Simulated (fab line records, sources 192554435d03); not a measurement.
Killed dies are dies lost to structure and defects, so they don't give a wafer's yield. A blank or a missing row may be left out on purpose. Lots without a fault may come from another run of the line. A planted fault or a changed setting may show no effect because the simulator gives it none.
Split-lot experiment | flow n5_finfet | 7 lots, 21 wafers read, on a route of 1938 steps

THE SPLIT
At N5_BEOL_M9_HM_DEP_02 (deposits TiN, target thk 20 nm), the setting target_thk_a was moved away from the recipe's 200 angstrom on 5 of the 21 wafers read, by -10.3% to +3.4%. The other wafers ran this setting at the recipe's value.

FROM THE SPLIT TO THE READING: what the file shows between them, 4 steps
- N5_BEOL_M9_COAT_59: time 60 s, resist thk 100 nm
- N5_BEOL_M9_COAT_60: time 60 s, resist thk 30 nm
- N5_BEOL_M9_STRIP_68: strips in N2/H2
- N5_BEOL_M9_STRIP_67: strips in CF4

THE READING
etch.depth_nm (the simulator's own value, which no gauge read), in nm, at N5_BEOL_M9_HM_OPEN_17 (chemistry Cl2/BCl3, target TiN, target depth 20 nm, overetch 6 nm). The file gives no usual value for it. The 16 wafers here that ran the recipe average 19.84 nm, standard deviation 0.28 nm.

wafer  | tool, chamber at the split | target_thk_a as run, angstrom | against the recipe | etch.depth_nm, nm | against lot-mates on the recipe
L074.3 | pvd_sputter-01, -          | 200                           | recipe             | 19.87             | -
L074.4 | pvd_sputter-01, -          | 182.4                         | -8.8%              | 18.02             | -1.85
L074.6 | pvd_sputter-01, -          | 182.4                         | -8.8%              | 18.11             | -1.76
L075.1 | pvd_sputter-02, -          | 206.8                         | +3.4%              | 20.53             | +0.89
L075.2 | pvd_sputter-02, -          | 200                           | recipe             | 19.64             | -
L075.3 | pvd_sputter-02, -          | 206.8                         | +3.4%              | 20.64             | +1.00
L077.2 | pvd_sputter-02, -          | 200                           | recipe             | 19.68             | -
L077.3 | pvd_sputter-02, -          | 200                           | recipe             | 19.36             | -
L077.5 | pvd_sputter-02, -          | 200                           | recipe             | 19.4              | -
L078.2 | pvd_sputter-03, -          | 200                           | recipe             | 20.02             | -
L078.5 | pvd_sputter-03, -          | 200                           | recipe             | 19.88             | -
L078.6 | pvd_sputter-03, -          | 200                           | recipe             | 19.99             | -
L087.1 | pvd_sputter-03, -          | 200                           | recipe             | 20.3              | -
L087.3 | pvd_sputter-03, -          | 200                           | recipe             | 20.02             | -
L087.4 | pvd_sputter-03, -          | 200                           | recipe             | 20.08             | -
L092.3 | pvd_sputter-01, -          | 200                           | recipe             | 20.26             | -
L092.4 | pvd_sputter-01, -          | 200                           | recipe             | 19.96             | -
L092.6 | pvd_sputter-01, -          | 179.3                         | -10.3%             | 17.8              | -2.31
L097.1 | pvd_sputter-02, -          | 200                           | recipe             | 19.75             | -
L097.4 | pvd_sputter-02, -          | 200                           | recipe             | 19.37             | -
L097.5 | pvd_sputter-02, -          | 200                           | recipe             | 19.85             | -

THE FIT
A straight line over all 21 wafers: etch.depth_nm changes by +0.202 nm for each +1% of target_thk_a; r = +0.95; the points scatter about the line by 0.26 nm.
The same after taking each lot's own level away (the mean of its wafers on the recipe; 21 wafers): +0.22 nm for each +1%; r = +0.98; scatter 0.14 nm.
On that fit, the largest move of target_thk_a shifts the reading by 2.3 nm.
The lots' own levels span 19.480 to 20.133 nm, that is 2.3 times the standard deviation above.
So the lot-to-lot level changes the slope little: the two slopes agree.
Check: with one of the wafers moved furthest among these (-10.3%) left out of the fit, the line predicts -2.21 nm for it against its lot-mates. It came out at -2.31 nm against them.

OTHER SPLITS ON THESE WAFERS
These wafers also went through other splits before the reading. Each is held against what the fit with the lots' levels taken away leaves over:
other split on the same wafers   | wafers away from the commonest value | r with etch.depth_nm (lot level and that fit taken away)
N5_BEOL_M7_TRENCH_ETCH_37 time_s | 8                                    | -0.11
N5_BEOL_M7_ETCH_41 source_w      | 7                                    | -0.24
N5_BEOL_M8_DESCUM_16 time_s      | 12                                   | -0.02
N5_BEOL_M8_ETCH_62 source_w      | 8                                    | -0.07
N5_BEOL_M9_PECVD_70 temp_c       | 5                                    | +0.20

THE WHOLE CHAIN: every reading that the file lists as answering this split, in the file's order
step                  | what it does                                                      | reading                                                                          | change (the file's fit)               | r (the file's)
N5_BEOL_M9_HM_DEP_02  | deposits TiN, target thk 20 nm                                    | TiN_of_BEOL_M9_HM_DEP_02.thk_nm (the simulator's own value, which no gauge read) | +0.215 nm for each +1% of the setting | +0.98
N5_BEOL_M9_HM_OPEN_17 | chemistry Cl2/BCl3, target TiN, target depth 20 nm, overetch 6 nm | etch.depth_nm (the simulator's own value, which no gauge read)                   | +0.219 nm for each +1% of the setting | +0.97

THE FILE'S OWN FIT
etch.depth_nm changes by +0.219 nm for each +1% of target_thk_a, r = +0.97.
